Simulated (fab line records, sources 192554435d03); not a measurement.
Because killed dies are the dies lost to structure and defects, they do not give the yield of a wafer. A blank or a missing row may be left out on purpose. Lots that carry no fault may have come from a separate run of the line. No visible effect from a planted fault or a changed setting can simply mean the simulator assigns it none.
Problem report, 8D (eight disciplines) form, completed by code :: flow n5_finfet :: the parts of the form that need people (team, actions taken, sign-off) are left out

1. THE PROBLEM
Wafers without a fault read 1499.8 rpm, standard deviation 0.94; spin_speed_rpm at N5_BEOL_M11_COAT_22 reads a mean of 1596.8 rpm on 5 wafers belonging to 2 lots. That is +99 or more standard deviations from the usual mean.
The step: resist thk 90 nm.
First observed at day 12 07:37: wafer L860.2, on litho_track-05. The record has a number at this step for 37 wafers belonging to 14 lots. Rule for "out" (also "out of limits"): further than 4 standard deviations from the usual mean. The other wafers with a number count as sound.

2. WHAT IT IS, WHAT IT ISN'T
question: which readings at this step
is: spin_speed_rpm
is not: -

question: which lots
is: L860, L862
is not: L852, L853, L854, L855, L857, L865, L866, L869, L870, L871, L873, L874

question: which wafers of those lots
is: all that have a number
is not: -

question: read on which tools
is: litho_track-05
is not: litho_track-03, litho_track-04

question: when
is: from day 12 07:37
is not: up to then (13 sound wafers); but 19 sound wafers of L865, L866, L869, L870, L871, L873, L874 came after

3. THE SUSPECTS, EACH WITH WHAT RULES IT OUT
Counting: a tool at a process step up to the reading stays a suspect if it ran every lot that is out and no sound lot after the first of them.
- litho_track-05 at N5_BEOL_M11_COAT_22 (resist thk 90 nm): kept. Every lot that is out went through it, starting with L860 (day 12 07:37), and after that it ran no sound lot; the last sound lot it ran before then is L852 (day 11 09:16). Out on those wafers are its own readings of spin_speed_rpm.
After counting, what remains is litho_track-05 at N5_BEOL_M11_COAT_22.

4. THE CAUSE (what the simulator had put in)
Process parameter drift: litho_track-05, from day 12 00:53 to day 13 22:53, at N5_BEOL_M11_COAT_22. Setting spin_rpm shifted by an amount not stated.
After counting, this tool was the only one left.

5. THE CHAIN OF EFFECTS, in route order
Rows list readings where the struck wafers' mean (over those with a number) sits beyond 3 standard deviations from the usual. Readings are gone through only where the record gives a usual standard deviation; hours: the median, over the lots, of the time from a lot's start at the first step in this table giving one to that lot's start at this step; sigmas: the change measured in usual standard deviations.
hours: 0
step: N5_BEOL_M11_COAT_22
reading: spin_speed_rpm
usual: 1499.8 rpm
on struck wafers: 1596.8
change: +97.0
sigmas: +99 or more
It contains these process steps:
- N5_BEOL_M11_COAT_22: resist thk 90 nm.
At these later measuring or inspecting steps, every struck wafer for which the step has a row has a number for every such reading, and none has moved that far: N5_BEOL_M11_OVL_MEAS_29.

6. WHAT WOULD HAVE CAUGHT IT SOONER
First out-of-limits reading in this record: day 12 07:37, which is 7 hours after fault onset at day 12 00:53.
